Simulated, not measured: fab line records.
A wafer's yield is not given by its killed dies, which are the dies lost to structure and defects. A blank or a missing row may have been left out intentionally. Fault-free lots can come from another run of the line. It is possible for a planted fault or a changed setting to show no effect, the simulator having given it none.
Matching of chambers || flow nandHarc || NHARC_P_M0_STRIP_18 on rieDiel-02: 4 sister chambers
The step strips in N2/H2. 4 wafers are shown with their chamber, then 12 later ones without.

WAFERS WITH THEIR CHAMBER
{"wafer": "L084.5", "chamber": 3, "showerheadPlenumPTorr (Torr)": 1.92}
{"wafer": "L086.1", "chamber": 2, "showerheadPlenumPTorr (Torr)": 2.04}
{"wafer": "L087.2", "chamber": 0, "showerheadPlenumPTorr (Torr)": 2.17}
{"wafer": "L087.6", "chamber": 1, "showerheadPlenumPTorr (Torr)": 2.03}

WAFERS WITHOUT THEIR CHAMBER
{"wafer": "L091.2", "showerheadPlenumPTorr (Torr)": 2.03}
{"wafer": "L091.4", "showerheadPlenumPTorr (Torr)": 2.16}
{"wafer": "L091.5", "showerheadPlenumPTorr (Torr)": 2.04}
{"wafer": "L094.2", "showerheadPlenumPTorr (Torr)": 2.16}
{"wafer": "L094.4", "showerheadPlenumPTorr (Torr)": 2.02}
{"wafer": "L094.5", "showerheadPlenumPTorr (Torr)": 2.16}
{"wafer": "L093.2", "showerheadPlenumPTorr (Torr)": 2.02}
{"wafer": "L093.4", "showerheadPlenumPTorr (Torr)": 2.16}
{"wafer": "L093.6", "showerheadPlenumPTorr (Torr)": 2.02}
{"wafer": "L097.1", "showerheadPlenumPTorr (Torr)": 1.91}
{"wafer": "L097.2", "showerheadPlenumPTorr (Torr)": 2.04}
{"wafer": "L097.3", "showerheadPlenumPTorr (Torr)": 2.02}

WHICH CHAMBER EACH WENT THROUGH
{"wafer": "L091.2", "from the rows above": "can't be placed: 1 or 2", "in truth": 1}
{"wafer": "L091.4", "from the rows above": 0, "in truth": 0}
{"wafer": "L091.5", "from the rows above": "can't be placed: 2 or 1", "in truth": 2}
{"wafer": "L094.2", "from the rows above": 0, "in truth": 0}
{"wafer": "L094.4", "from the rows above": "can't be placed: 1 or 2", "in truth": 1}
{"wafer": "L094.5", "from the rows above": 0, "in truth": 0}
{"wafer": "L093.2", "from the rows above": "can't be placed: 1 or 2", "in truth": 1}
{"wafer": "L093.4", "from the rows above": 0, "in truth": 0}
{"wafer": "L093.6", "from the rows above": "can't be placed: 1 or 2", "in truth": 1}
{"wafer": "L097.1", "from the rows above": 3, "in truth": 3}
{"wafer": "L097.2", "from the rows above": "can't be placed: 2 or 1", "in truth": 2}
{"wafer": "L097.3", "from the rows above": "can't be placed: 1 or 2", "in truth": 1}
Placed correctly: 5 of 12. Can't be placed from these rows: 7 (the true chamber is among the candidates in 7). 0 placed wrongly.
How it was worked out, from the rows above alone: a wafer's distance from a chamber is the root of the sum, over the readings, of the square of ((its reading less the chamber's mean) divided by the reading's scatter). The wafer belongs to the nearest chamber; if the next one is less than 2 further off, it can't be placed. The mean given for a chamber averages the wafers shown for that chamber. The scatter (one wafer shown for each chamber): square how far every hidden wafer sits from the nearest shown wafer, average those squares and take the square root.
